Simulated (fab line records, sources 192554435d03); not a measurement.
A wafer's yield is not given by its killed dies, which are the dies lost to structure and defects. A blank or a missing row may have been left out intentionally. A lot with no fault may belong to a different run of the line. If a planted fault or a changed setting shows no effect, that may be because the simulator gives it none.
Which of the tools did it? || flow n5-finfet || 12 lots with 36 wafers sampled at 3 steps, on a route of 1938 steps

== WHAT EACH GAUGE READ, for each wafer ==
N5_GATE_CUT_OVL_MEAS_14.
{"lot": "L075", "measured": "day 4 19:11", "on": "overlay-01", "GATE_CUT_OVL (nm)": "0.6 -0.1 0.4"}
{"lot": "L077", "measured": "day 5 05:01", "on": "overlay-02", "GATE_CUT_OVL (nm)": "-0.1 -0.6 0.2"}
{"lot": "L079", "measured": "day 5 18:59", "on": "overlay-01", "GATE_CUT_OVL (nm)": "0.9 0.1 -0.1"}
{"lot": "L081", "measured": "day 6 07:38", "on": "overlay-01", "GATE_CUT_OVL (nm)": "-0.6 0.2 -0.7"}
{"lot": "L083", "measured": "day 6 18:16", "on": "overlay-01", "GATE_CUT_OVL (nm)": "-0.7 -0.5 -1.1"}
{"lot": "L085", "measured": "day 7 05:16", "on": "overlay-02", "GATE_CUT_OVL (nm)": "-0.1 1.1 -0.8"}
{"lot": "L087", "measured": "day 7 18:20", "on": "overlay-01", "GATE_CUT_OVL (nm)": "-0.5 -0.7 0.0"}
{"lot": "L089", "measured": "day 8 05:06", "on": "overlay-02", "GATE_CUT_OVL (nm)": "0.3 1.6 0.3"}
{"lot": "L091", "measured": "day 8 17:39", "on": "overlay-02", "GATE_CUT_OVL (nm)": "-0.7 -0.9 0.4"}
{"lot": "L093", "measured": "day 9 09:14", "on": "overlay-02", "GATE_CUT_OVL (nm)": "0.4 0.7 1.6"}
{"lot": "L095", "measured": "day 9 17:10", "on": "overlay-02", "GATE_CUT_OVL (nm)": "0.6 0.4 0.5"}
{"lot": "L097", "measured": "day 10 04:57", "on": "overlay-01", "GATE_CUT_OVL (nm)": "0.5 0.5 -0.1"}

== WHICH TOOL RAN EACH LOT (tool, then ch and the chambers of the sampled wafers, then the start) ==
{"lot": "L075", "N5_HKMG_FIN_ALD_72": "cvd-w-02 ch 0, day 4 14:18", "N5_GATE_CUT_STRIP_59": "rie-diel-01 ch 1,2, day 4 15:53"}
{"lot": "L077", "N5_HKMG_FIN_ALD_72": "cvd-w-02 ch 0,1, day 5 00:24", "N5_GATE_CUT_STRIP_59": "rie-diel-03 ch 0,2, day 5 01:42"}
{"lot": "L079", "N5_HKMG_FIN_ALD_72": "cvd-w-02 ch 0,1, day 5 14:19", "N5_GATE_CUT_STRIP_59": "rie-diel-01 ch 0,3, day 5 15:38"}
{"lot": "L081", "N5_HKMG_FIN_ALD_72": "cvd-w-01 ch 0,1, day 6 03:01", "N5_GATE_CUT_STRIP_59": "rie-diel-03 ch 0,2,3, day 6 04:18"}
{"lot": "L083", "N5_HKMG_FIN_ALD_72": "cvd-w-01 ch 0,1, day 6 13:38", "N5_GATE_CUT_STRIP_59": "rie-diel-03 ch 0,3, day 6 15:02"}
{"lot": "L085", "N5_HKMG_FIN_ALD_72": "cvd-w-01 ch 0,1, day 7 00:38", "N5_GATE_CUT_STRIP_59": "rie-diel-03 ch 0,2,3, day 7 01:56"}
{"lot": "L087", "N5_HKMG_FIN_ALD_72": "cvd-w-01 ch 0,1, day 7 13:43", "N5_GATE_CUT_STRIP_59": "rie-diel-03 ch 1,2,3, day 7 15:02"}
{"lot": "L089", "N5_HKMG_FIN_ALD_72": "cvd-w-02 ch 0,1, day 8 00:31", "N5_GATE_CUT_STRIP_59": "rie-diel-01 ch 0,3, day 8 01:49"}
{"lot": "L091", "N5_HKMG_FIN_ALD_72": "cvd-w-02 ch 0,1, day 8 12:45", "N5_GATE_CUT_STRIP_59": "rie-diel-03 ch 1,2,3, day 8 14:04"}
{"lot": "L093", "N5_HKMG_FIN_ALD_72": "cvd-w-01 ch 1, day 9 04:35", "N5_GATE_CUT_STRIP_59": "rie-diel-01 ch 1,2,3, day 9 06:02"}
{"lot": "L095", "N5_HKMG_FIN_ALD_72": "cvd-w-02 ch 0,1, day 9 12:23", "N5_GATE_CUT_STRIP_59": "rie-diel-02 ch 2,3, day 9 13:49"}
{"lot": "L097", "N5_HKMG_FIN_ALD_72": "cvd-w-01 ch 0,1, day 10 00:18", "N5_GATE_CUT_STRIP_59": "rie-diel-02 ch 0,3, day 10 01:37"}
- N5_HKMG_FIN_ALD_72: deposits W, target thk 2 nm, pulse time 1 s, purge time 2 s.
- N5_GATE_CUT_STRIP_59: strips in N2/H2, time 20 s.

== THE ANSWER, worked out from the rows above alone ==
Rule: the lots themselves supply what counts as usual. The widest of any qualifying gaps counts: lots, ordered by their means at a reading, are off when they make up no more than a third of the lots, leave a main group of 4 or more, and stand apart from it by 3 or more times the standard deviation of that group's means. A main group is skipped when, at the precision printed for the reading in the tables above, its means are all equal. Also off: a lot with no number at a reading for which 4 or more lots have one. Any other lot the step has rows for is counted as sound.
Across all readings shown, no lot is off: no conclusion can be drawn from this.

== WHAT WAS PUT IN BY THE SIMULATOR ==
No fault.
